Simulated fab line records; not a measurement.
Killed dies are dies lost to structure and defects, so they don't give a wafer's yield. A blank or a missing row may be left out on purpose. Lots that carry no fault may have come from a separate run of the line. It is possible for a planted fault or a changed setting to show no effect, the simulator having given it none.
fab line records    flow nandHarc    part 1 of 2: steps 1 to 20 of 27
record: lots: 5  wafers: 15  lastDay: 24
route steps=1159 shown A_SLIT@787 A_SIN_REMOVE@804 A_WL_FILL@809
lots that met no fault: from a run of the same line without faults
startH: the number of hours between the record's first day and the start of the first shown wafer of the lot    waitH: hours since the lot's step before    " repeats the value in the row above    L1.1+2: a single row standing in for several wafers    - either no value or no given start    * or withheld: withheld    < > ~ a bound
route shown NAME@n: NAME is a module with steps in the file, n the number in the route of the first one    usual: mean/standard deviation of fault-free wafers    same: alike in all rows    chamber/n: place in a boat    sites: per-site readings    _std_site: how widely they spread, as a standard deviation    _edge_site: mean of outer sites minus mean of inner sites    radiusMm: for every site, how far away it sits from the centre of the wafer    mask NAME#n: copy n    behind: tool/chamber where the wafer was last shaped    hold: reason for holding the lot/hours on hold/outcome of the hold    device: transistor that didn't switch, given as n, p or np    end of line: the same wafers' tests at the end of the route    a step given without rows: its recipe and nothing more    killed: dies that structure and defects cost at the first sort, which is not the same as the wafer's yield    map: the dies of a wafer, with x for killed, . for not killed, _ for no die there
set.NAME: the setting that was run; set.NAME@STEP: the one run at that earlier step    model.NAME: the simulator's own value behind a step, which no gauge read
certain route steps with their lots: each step a table, each wafer a row
services: when a tool's chamber went out of use (startH, in hours from the record's first day, below 0 if earlier), for how many hours, and the reason
== steps ==
step: NHARC_A_SLIT_EXPOSE_06
recipe: na: 1.35  doseMj: 60.82  maskId: SLIT
usual: reticleTempC: 23.02/0.097
lot.wafer  tool            chamber  startH  waitH  mask    reticleTempC
L076.2     arfiScanner-03  0        333.20  -      SLIT#0  23.08
L076.3     "               0        "       "      SLIT#0  23.07
L076.4     "               0        "       "      SLIT#0  23.17
L074.1     arfiScanner-02  0        334.12  -      SLIT#0  23.04
L074.5     "               0        "       "      SLIT#0  23.03
L074.6     "               0        "       "      SLIT#0  22.93
L087.2     arfiScanner-03  0        406.55  -      SLIT#0  23.04
L087.5     "               0        "       "      SLIT#0  23.13
L087.6     "               0        "       "      SLIT#0  22.92
L090.1     arfiScanner-02  0        420.72  -      SLIT#0  22.98
L090.2     "               0        "       "      SLIT#0  23.10
L090.3     "               0        "       "      SLIT#0  22.97
L093.2     arfiScanner-03  0        430.28  -      SLIT#0  23.01
L093.5     "               0        "       "      SLIT#0  23.00
L093.6     "               0        "       "      SLIT#0  22.94
step: NHARC_A_SLIT_PEB_07
recipe: pebTempC: 100  pebTimeS: 65
same: pebTimeS: 65
lot.wafer   tool           chamber  startH  waitH
L076.2+3+4  lithoTrack-01  0        333.25  0.1
L074.1+5+6  lithoTrack-01  0        334.19  0.1
L087.2+5+6  lithoTrack-06  0        406.60  0.1
L090.1+2+3  lithoTrack-06  0        420.79  0.1
L093.2+5+6  lithoTrack-04  0        430.33  0.1
step: NHARC_A_SLIT_DEVELOP_08
recipe: developTimeS: 35  devTempC: 23
usual: developerTempC: 23.00/0.095
lot.wafer  tool           chamber  startH  waitH  developerTempC
L076.2     lithoTrack-01  0        -       -      23.01
L076.3     "              0        "       "      23.09
L076.4     "              0        "       "      22.99
L074.1     lithoTrack-01  0        -       -      22.95
L074.5     "              0        "       "      22.85
L074.6     "              0        "       "      22.98
L087.2     lithoTrack-06  0        -       -      22.97
L087.5     "              0        "       "      23.02
L087.6     "              0        "       "      22.86
L090.1     lithoTrack-06  0        -       -      23.17
L090.2     "              0        "       "      23.14
L090.3     "              0        "       "      22.90
L093.2     lithoTrack-04  0        -       -      23.07
L093.5     "              0        "       "      23.10
L093.6     "              0        "       "      22.94
step: NHARC_A_SLIT_CD_MEAS_09
recipe: targetCdNm: 300  landingEnergyEv: 500
usual: cdNm: 300.1/0.6
lot.wafer  tool      chamber  startH  waitH  cdNm
L076.2     cdSem-02  0        333.33  -      300.0
L076.3     "         0        "       "      300.9
L076.4     "         0        "       "      301.0
L074.1     cdSem-01  0        334.27  -      300.3
L074.5     "         0        "       "      300.6
L074.6     "         0        "       "      300.4
L087.2     cdSem-02  0        406.69  -      299.7
L087.5     "         0        "       "      299.4
L087.6     "         0        "       "      299.9
L090.1     cdSem-03  0        420.86  -      300.4
L090.2     "         0        "       "      300.4
L090.3     "         0        "       "      300.3
L093.2     cdSem-03  0        430.41  -      299.5
L093.5     "         0        "       "      299.1
L093.6     "         0        "       "      299.7
step: NHARC_A_SLIT_OVL_MEAS_10
usual: overlayXNm: -0.1/0.91  overlayYNm: -0.2/0.67
lot.wafer  tool        chamber  startH  waitH  overlayXNm  overlayYNm
L076.2     overlay-02  -        333.42  -      -0.6        0.4
L076.3     "           -        "       "      -0.3        0.2
L076.4     "           -        "       "      -0.1        0.6
L074.1     overlay-02  -        334.35  -      -2.5        0.6
L074.5     "           -        "       "      -2.0        0.3
L074.6     "           -        "       "      -2.0        0.2
L087.2     overlay-01  -        406.77  -      0.0         0.0
L087.5     "           -        "       "      -0.1        0.2
L087.6     "           -        "       "      -0.9        0.5
L090.1     overlay-01  -        420.95  -      -0.6        -0.5
L090.2     "           -        "       "      0.0         -1.1
L090.3     "           -        "       "      0.1         -0.4
L093.2     overlay-01  -        430.50  -      0.6         0.8
L093.5     "           -        "       "      0.0         0.0
L093.6     "           -        "       "      0.2         0.8
step: NHARC_A_SLIT_INSPECT_11
usual: rawDefectCount: 22/9.3
lot.wafer  tool              chamber  startH  waitH  rawDefectCount
L076.2     defectInspect-02  -        333.45  0.0    21
L076.3     "                 -        "       "      16
L076.4     "                 -        "       "      30
L074.1     defectInspect-02  -        334.39  0.0    8
L074.5     "                 -        "       "      11
L074.6     "                 -        "       "      11
L087.2     defectInspect-02  -        406.81  0.0    10
L087.5     "                 -        "       "      12
L087.6     "                 -        "       "      14
L090.1     defectInspect-01  -        420.99  0.0    35
L090.2     "                 -        "       "      38
L090.3     "                 -        "       "      37
L093.2     defectInspect-01  -        430.54  0.0    16
L093.5     "                 -        "       "      22
L093.6     "                 -        "       "      16
step: NHARC_A_SLIT_DESCUM_14
recipe: timeS: 3  o2FlowSccm: 200  arFlowSccm: 0  biasPowerW: 0  chemistry: O2
usual: drypumpMotorCurrentA: 5.5/0.58  mfcArSccm: 0.012/0.016  oesProductAu: 0.996/0.0097  rfVppV: 57.4/0.92  showerheadPlenumPTorr: 1.85/0.058  throttleValvePct: 11.312/0.0091
same: timeS: 3
lot.wafer  tool        chamber  startH  waitH  drypumpMotorCurrentA  mfcArSccm  oesProductAu  rfHoursCounterH  rfVppV  showerheadPlenumPTorr  throttleValvePct
L076.3     rieDiel-05  2        333.52  0.1    5.4                   0.041      1.006         12               58.2    1.92                   11.313
L076.4     "           3        "       "      6.1                   0.024      1.006         11               56.9    1.81                   11.319
L076.2     "           1        "       "      5.2                   0          1.011         12               57.3    1.87                   11.307
L074.1     rieDiel-06  1        334.47  0.1    6.2                   0          0.984         6                56.7    1.79                   11.295
L074.6     "           2        "       "      5.8                   0.013      0.988         -                57.9    1.81                   11.316
L074.5     "           1        "       "      6.2                   0          0.989         -                56.0    1.79                   11.295
L087.2     rieDiel-05  3        406.88  0.1    6.0                   0.024      0.996         4                56.4    1.81                   11.314
L087.5     "           2        "       "      5.3                   0.041      1.012         -                58.3    1.92                   11.310
L087.6     "           3        "       "      6.0                   0.024      1.002         -                57.4    1.81                   11.324
L090.3     rieDiel-12  2        421.06  0.1    6.5                   0          0.980         3                55.8    1.78                   11.306
L090.1     "           3        "       "      5.1                   0          1.005         3                57.7    1.79                   11.304
L090.2     "           0        "       "      6.0                   0          0.980         3                57.5    1.80                   11.315
L093.2     rieDiel-06  3        430.60  0.1    4.7                   0          0.995         0                57.0    1.99                   11.299
L093.6     "           3        "       "      4.7                   0          1.001         -                59.5    1.99                   11.310
L093.5     "           0        "       "      5.8                   0          1.008         -                57.4    1.88                   11.321
step: NHARC_A_SLIT_ETCH_24
recipe: targetDepthA: 1210  timeS: 60.5  cf4FlowSccm: 100  chf3FlowSccm: 30  arFlowSccm: 0  rfW: 500  biasW: 200  chemistry: CF4/CHF3
usual: drypumpMotorCurrentA: 5.5/0.57  mfcArSccm: 0.010/0.016  oesProductAu: 0.963/0.016  rfFwdPowerW: 495.9/2.1  rfVppV: 368.7/1.8  showerheadPlenumPTorr: 1.52/0.044  throttleValvePct: 16.803/0.0089
same: timeS: 60.5
lot.wafer  tool        chamber  startH  waitH  drypumpMotorCurrentA  mfcArSccm  oesProductAu  rfFwdPowerW  rfHoursCounterH  rfVppV  showerheadPlenumPTorr  throttleValvePct
L076.3     rieDiel-05  2        333.60  0.1    5.3                   0.041      0.963         495.9        12               370.7   1.58                   16.800
L076.4     "           3        "       "      6.0                   0.024      0.967         497.2        11               368.6   1.50                   16.794
L076.2     "           1        "       "      5.3                   0          0.985         498.5        12               369.8   1.54                   16.805
L074.1     rieDiel-06  3        334.57  0.1    4.7                   0          0.954         496.6        6                375.5   1.63                   16.803
L074.5     "           1        "       "      6.2                   0          0.954         499.2        -                367.1   1.48                   16.811
L074.6     "           3        "       "      4.7                   0          0.958         495.2        -                373.6   1.63                   16.815
L087.2     rieDiel-05  0        406.95  0.1    4.9                   0          0.993         496.8        4                369.3   1.54                   16.820
L087.6     "           0        "       "      4.9                   0          0.992         496.4        -                369.5   1.54                   16.791
L087.5     "           1        "       "      5.2                   0          0.974         496.0        -                369.5   1.53                   16.789
L090.1     rieDiel-12  3        421.14  0.1    5.1                   0          0.984         496.5        3                368.9   1.48                   16.808
L090.2     "           1        "       "      4.8                   0.035      0.951         499.0        3                370.1   1.56                   16.810
L090.3     "           2        "       "      6.5                   0          0.955         494.1        3                367.9   1.47                   16.804
L093.2     rieDiel-06  0        430.70  0.1    5.8                   0          0.937         496.8        0                370.2   1.55                   16.807
L093.5     "           0        "       "      5.8                   0          0.944         496.3        -                368.4   1.55                   16.809
L093.6     "           1        "       "      6.2                   0          0.948         499.8        -                367.0   1.48                   16.798
step: NHARC_A_SLIT_ETCH_15
recipe: targetDepthA: 32000  overEtchFrac: 0.3  timeS: 832  ionEnergyEv: 150  o2FlowSccm: 400  cosFlowSccm: 20  arFlowSccm: 0  rfW: 500  biasW: 300  chemistry: O2/COS
usual: cosFlowSccm: 19.99/0.065  drypumpMotorCurrentA: 5.6/0.57  mfcArSccm: 0.011/0.016  oesProductAu: 0.997/0.01  rfFwdPowerW: 499.5/1.6  rfVppV: 312.7/1.5  showerheadPlenumPTorr: 3.02/0.087  throttleValvePct: 28.330/0.01
same: timeS: 832
lot.wafer  tool        chamber  startH  waitH  cosFlowSccm  drypumpMotorCurrentA  mfcArSccm  oesProductAu  rfFwdPowerW  rfHoursCounterH  rfVppV  showerheadPlenumPTorr  throttleValvePct
L076.3     rieDiel-05  3        -       -      20.04        6.1                   0.024      0.999         500.0        11               313.2   2.97                   28.335
L076.2     "           0        "       "      19.96        5.0                   0          1.011         498.9        11               313.8   3.06                   28.310
L076.4     "           2        "       "      20.06        5.4                   0.041      0.995         496.0        12               314.6   3.13                   28.310
L074.1     rieDiel-06  2        -       -      19.94        5.8                   0.013      0.987         499.1        6                312.0   2.97                   28.334
L074.6     "           2        "       "      19.91        5.8                   0.013      0.978         499.1        -                311.1   2.97                   28.331
L074.5     "           3        "       "      19.89        4.7                   0          0.991         499.6        -                315.6   3.24                   28.337
L087.2     rieDiel-05  3        -       -      19.96        6.0                   0.024      1.008         499.1        4                310.7   2.97                   28.326
L087.6     "           3        "       "      20.02        6.1                   0.024      1.002         499.6        -                311.6   2.97                   28.326
L087.5     "           0        "       "      19.92        5.0                   0          1.001         499.5        -                312.6   3.05                   28.331
L090.3     rieDiel-12  1        -       -      20.06        4.8                   0.035      0.996         502.3        3                313.9   3.10                   28.334
L090.1     "           3        "       "      19.91        5.1                   0          0.998         500.3        3                312.1   2.93                   28.338
L090.2     "           0        "       "      19.95        5.9                   0          0.981         497.9        3                311.6   2.94                   28.329
L093.2     rieDiel-06  2        -       -      19.95        5.8                   0.013      0.988         500.9        0                311.1   2.97                   28.346
L093.5     "           0        "       "      20.17        5.8                   0          1.007         498.4        -                312.8   3.08                   28.321
L093.6     "           1        "       "      20.02        6.2                   0          1.010         501.9        -                311.7   2.93                   28.322
step: NHARC_A_SLIT_ETCH_17
recipe: biasV: 900  sourceW: withheld  pressureMtorr: 20  arFlowSccm: 375  c4f8FlowSccm: 83.3  o2FlowSccm: 41.7  timeS: 1687.5  targetDepthA: 1.01e+05  chemistry: C4F8/O2/Ar
usual: drypumpMotorCurrentA: 5.62/0.29  mfcArSccm: 374.8/1.1  showerheadPlenumPTorr: 3.64/0.12  throttleValvePct: 32.046/0.0097
same: timeS: 1687.5
lot.wafer  tool        chamber  startH  waitH  drypumpMotorCurrentA  mfcArSccm  rfHoursCounterH  showerheadPlenumPTorr  throttleValvePct
L076.2     harEtch-01  1        334.29  -      6.08                  374.3      4                3.59                   32.019
L076.4     "           1        "       "      6.06                  373.0      -                3.59                   32.048
L076.3     "           0        "       "      5.26                  372.9      -                3.80                   32.047
L074.1     harEtch-01  0        336.21  -      5.22                  375.9      6                3.80                   32.040
L074.5     "           1        "       "      6.05                  374.3      -                3.59                   32.054
L074.6     "           0        "       "      5.21                  376.3      -                3.80                   32.041
L087.2     harEtch-01  1        407.63  -      6.06                  375.1      42               3.57                   32.052
L087.5     "           1        408.64  -      6.04                  373.8      -                3.57                   32.047
L087.6     "           0        "       "      5.26                  375.9      -                3.78                   32.052
L090.2     harEtch-01  0        421.83  -      5.26                  374.6      47               3.77                   32.034
L090.1     "           1        "       "      6.07                  377.2      47               3.57                   32.050
L090.3     "           0        "       "      5.23                  373.2      -                3.77                   32.035
L093.2     harEtch-02  1        432.78  -      5.60                  374.3      226              3.71                   32.041
L093.6     "           1        "       "      5.63                  374.1      -                3.71                   32.057
L093.5     "           0        "       "      5.59                  376.6      -                3.47                   32.049
step: NHARC_A_SLIT_ETCH_26
recipe: biasV: 400  sourceW: 2000  pressureMtorr: 25  timeS: 90  arFlowSccm: 375  c4f8FlowSccm: 41.7  o2FlowSccm: 83.3  targetDepthA: 4000  chemistry: C4F8/O2/Ar
usual: drypumpMotorCurrentA: 5.63/0.28  mfcArSccm: 374.7/1.2  rfFwdPowerW: 1988/7.7  showerheadPlenumPTorr: 3.67/0.12  throttleValvePct: 27.618/0.0097
same: timeS: 90
lot.wafer  tool        chamber  startH  waitH  drypumpMotorCurrentA  mfcArSccm  rfFwdPowerW  rfHoursCounterH  showerheadPlenumPTorr  throttleValvePct
L076.2     harEtch-01  1        335.78  1.2    6.03                  376.1      1984         5                3.62                   27.626
L076.4     "           1        "       "      6.01                  376.4      1999         -                3.62                   27.638
L076.3     "           0        "       "      5.26                  376.7      1979         -                3.83                   27.621
L074.1     harEtch-01  0        337.47  1.0    5.28                  373.8      1996         7                3.83                   27.613
L074.5     "           1        "       "      6.05                  375.0      1985         -                3.62                   27.620
L074.6     "           0        "       "      5.26                  373.8      1988         -                3.83                   27.625
L087.2     harEtch-01  1        409.15  1.3    6.05                  374.3      1994         43               3.60                   27.627
L087.5     "           1        "       "      6.04                  376.0      1988         -                3.60                   27.604
L087.6     "           0        "       "      5.24                  374.7      1995         -                3.81                   27.603
L090.2     harEtch-01  0        423.32  1.2    5.21                  374.6      1985         49               3.81                   27.622
L090.1     "           1        "       "      6.05                  372.6      1977         49               3.60                   27.631
L090.3     "           0        "       "      5.23                  373.8      1996         -                3.81                   27.595
L093.2     harEtch-02  1        434.27  1.2    5.61                  374.9      1992         227              3.75                   27.618
L093.6     "           1        "       "      5.57                  375.0      1991         -                3.75                   27.623
L093.5     "           0        "       "      5.59                  372.8      1979         -                3.50                   27.608
step: NHARC_A_SLIT_STRIP_28
recipe: o2FlowSccm: 400  cosFlowSccm: 20  arFlowSccm: 0  biasW: 0  chemistry: O2/COS
lot.wafer   tool        chamber  startH  waitH
L076.4+3+2  rieDiel-05  2,3,0    336.30  0.4
L074.1+5+6  rieDiel-05  0,2,3    337.99  0.5
L087.2+6+5  rieDiel-06  2,3,1    409.69  0.5
L090.1+2+3  rieDiel-05  2,3,0    423.85  0.5
L093.2+5+6  rieDiel-05  1,3,0    434.81  0.5
step: NHARC_A_SLIT_ETCH_29
recipe: targetDepthA: 1000  overetchA: 100  timeS: 55  ionEnergyEv: 100  cf4FlowSccm: 80  o2FlowSccm: 20  arFlowSccm: 0  rfW: 300  biasW: 100  chemistry: CF4/O2
usual: drypumpMotorCurrentA: 5.5/0.56  mfcArSccm: 0.010/0.015  oesProductAu: 0.997/0.0092  rfFwdPowerW: 297.4/1.2  rfVppV: 196.9/1.2  showerheadPlenumPTorr: 1.29/0.04  throttleValvePct: 13.397/0.009
same: timeS: 55
lot.wafer  tool        chamber  startH  waitH  drypumpMotorCurrentA  mfcArSccm  oesProductAu  rfFwdPowerW  rfHoursCounterH  rfVppV  showerheadPlenumPTorr  throttleValvePct
L076.2     rieDiel-05  1        336.39  0.1    5.2                   0          1.016         298.0        12               198.1   1.30                   13.393
L076.4     "           2        "       "      5.3                   0.041      0.998         297.0        12               197.2   1.34                   13.398
L076.3     "           0        "       "      5.0                   0          1.009         298.9        12               199.1   1.31                   13.400
L074.1     rieDiel-05  1        338.07  0.1    5.2                   0          1.009         297.7        12               197.7   1.30                   13.399
L074.5     "           3        "       "      6.0                   0.024      1.005         295.6        -                195.5   1.27                   13.402
L074.6     "           0        "       "      5.0                   0          0.998         297.9        -                195.5   1.31                   13.383
L087.2     rieDiel-06  2        409.78  0.1    5.8                   0.013      0.986         295.2        12               197.7   1.27                   13.385
L087.5     "           2        "       "      5.8                   0.013      0.982         295.5        -                197.1   1.27                   13.386
L087.6     "           3        "       "      4.7                   0          0.987         295.6        -                198.2   1.39                   13.408
L090.1     rieDiel-05  0        423.94  0.1    4.9                   0          1.007         297.6        5                197.8   1.30                   13.393
L090.2     "           1        "       "      5.2                   0          0.993         297.9        4                196.9   1.30                   13.401
L090.3     "           2        "       "      5.3                   0.041      1.008         296.1        5                197.9   1.34                   13.408
L093.2     rieDiel-05  1        434.90  0.1    5.3                   0          0.987         296.7        5                196.1   1.30                   13.392
L093.5     "           2        "       "      5.3                   0.041      1.004         295.9        -                198.5   1.34                   13.400
L093.6     "           3        "       "      6.1                   0.024      1.005         299.2        -                196.4   1.27                   13.400
step: NHARC_A_SLIT_STRIP_18
recipe: o2FlowSccm: 500  arFlowSccm: 0  biasW: 0  chemistry: O2
usual: drypumpMotorCurrentA: 5.5/0.56  mfcArSccm: 0.009/0.015  oesProductAu: 0.997/0.01  rfVppV: 57.6/0.83  showerheadPlenumPTorr: 3.42/0.1  throttleValvePct: 17.036/0.0084
lot.wafer  tool        chamber  startH  waitH  drypumpMotorCurrentA  mfcArSccm  oesProductAu  rfHoursCounterH  rfVppV  showerheadPlenumPTorr  throttleValvePct
L076.2     rieDiel-05  3        -       -      6.1                   0.024      1.002         12               56.6    3.36                   17.032
L076.3     "           0        "       "      5.0                   0          1.007         12               58.4    3.45                   17.032
L076.4     "           1        "       "      5.3                   0          1.008         12               58.3    3.45                   17.027
L074.1     rieDiel-05  2        -       -      5.4                   0.041      1.006         12               58.4    3.54                   17.037
L074.5     "           0        "       "      5.0                   0          1.005         -                56.7    3.45                   17.035
L074.6     "           1        "       "      5.3                   0          0.998         -                58.7    3.45                   17.026
L087.2     rieDiel-06  1        -       -      6.3                   0          0.989         11               58.2    3.31                   17.035
L087.6     "           2        "       "      5.8                   0.013      0.985         -                59.0    3.35                   17.046
L087.5     "           3        "       "      4.7                   0          0.997         -                57.8    3.66                   17.031
L090.2     rieDiel-05  0        -       -      5.0                   0          1.007         5                55.9    3.45                   17.018
L090.1     "           1        "       "      5.2                   0          0.974         4                56.8    3.44                   17.038
L090.3     "           2        "       "      5.3                   0.041      1.000         5                58.3    3.54                   17.032
L093.2     rieDiel-05  3        -       -      6.1                   0.024      1.014         6                57.6    3.35                   17.042
L093.5     "           3        "       "      6.1                   0.024      1.006         -                58.4    3.35                   17.029
L093.6     "           0        "       "      5.0                   0          0.987         -                58.4    3.45                   17.041
step: NHARC_A_SLIT_PRECLEAN_19
recipe: timeS: *  tempC: 50  bathAgeMin: 0  chemistry: SC1
same: bathAgeMin: 0  timeS: *
lot.wafer   tool         chamber  startH  waitH
L076.2+4+3  wetBench-04  7,3,4    336.79  -
L074.6+1+5  wetBench-04  1,2,4    338.47  -
L087.6+2+5  wetBench-04  7,0,1    410.25  -
L090.1+2+3  wetBench-02  0,1,4    424.33  -
L093.6+2+5  wetBench-09  6,0,1    435.28  -
step: NHARC_A_SLIT_SRD_20
lot.wafer   tool         chamber  startH  waitH
L076.2+4+3  wetBench-04  7,3,4    -       -
L074.6+1+5  wetBench-04  1,2,4    -       -
L087.6+2+5  wetBench-04  7,0,1    -       -
L090.1+2+3  wetBench-02  0,1,4    -       -
L093.6+2+5  wetBench-09  6,0,1    -       -
step: NHARC_A_SLIT_CD_MEAS_21
usual: cdNm: 289.7/1
lot.wafer  tool      chamber  startH  waitH  cdNm
L076.2     cdSem-01  -        336.93  -      290.6
L076.3     "         -        "       "      289.3
L076.4     "         -        "       "      288.8
L074.1     cdSem-01  -        338.61  -      290.8
L074.5     "         -        "       "      290.0
L074.6     "         -        "       "      289.5
L087.2     cdSem-03  -        410.39  -      289.2
L087.5     "         -        "       "      289.1
L087.6     "         -        "       "      288.7
L090.1     cdSem-03  -        424.46  -      289.7
L090.2     "         -        "       "      289.7
L090.3     "         -        "       "      288.7
L093.2     cdSem-01  -        435.42  -      290.1
L093.5     "         -        "       "      288.8
L093.6     "         -        "       "      288.6
step: NHARC_A_SIN_REMOVE_WET_00
recipe: tempC: 160  timeS: 15300  chemistry: H3PO4
same: timeS: 15300
lot.wafer   tool         chamber  startH  waitH
L074.1+5+6  wetH3po4-01  0        339.67  1.1
L076.2+3+4  wetH3po4-01  1        339.67  2.7
L087.2+5+6  wetH3po4-01  1        412.64  2.3
L090.1+2+3  wetH3po4-02  0        427.20  2.7
L093.2+5+6  wetH3po4-01  0        436.50  1.1
step: NHARC_A_SIN_REMOVE_PRECLEAN_01
recipe: timeS: *  tempC: 50  bathAgeMin: 0  chemistry: SC1
same: bathAgeMin: 0  timeS: *
lot.wafer   tool         chamber  startH  waitH
L076.4+3+2  wetBench-01  0,4,5    344.42  0.0
L074.6+1+5  wetBench-07  7,1,2    344.44  0.0
L087.5+6+2  wetBench-06  5,6,7    417.39  0.0
L090.2+3+1  wetBench-01  0,3,4    431.93  0.0
L093.5+6+2  wetBench-06  5,7,2    441.27  0.0
step: NHARC_A_SIN_REMOVE_SRD_02
lot.wafer   tool         chamber  startH  waitH
L076.4+3+2  wetBench-01  0,4,5    -       -
L074.6+1+5  wetBench-07  7,1,2    -       -
L087.5+6+2  wetBench-06  5,6,7    -       -
L090.2+3+1  wetBench-01  0,3,4    -       -
L093.5+6+2  wetBench-06  5,7,2    -       -
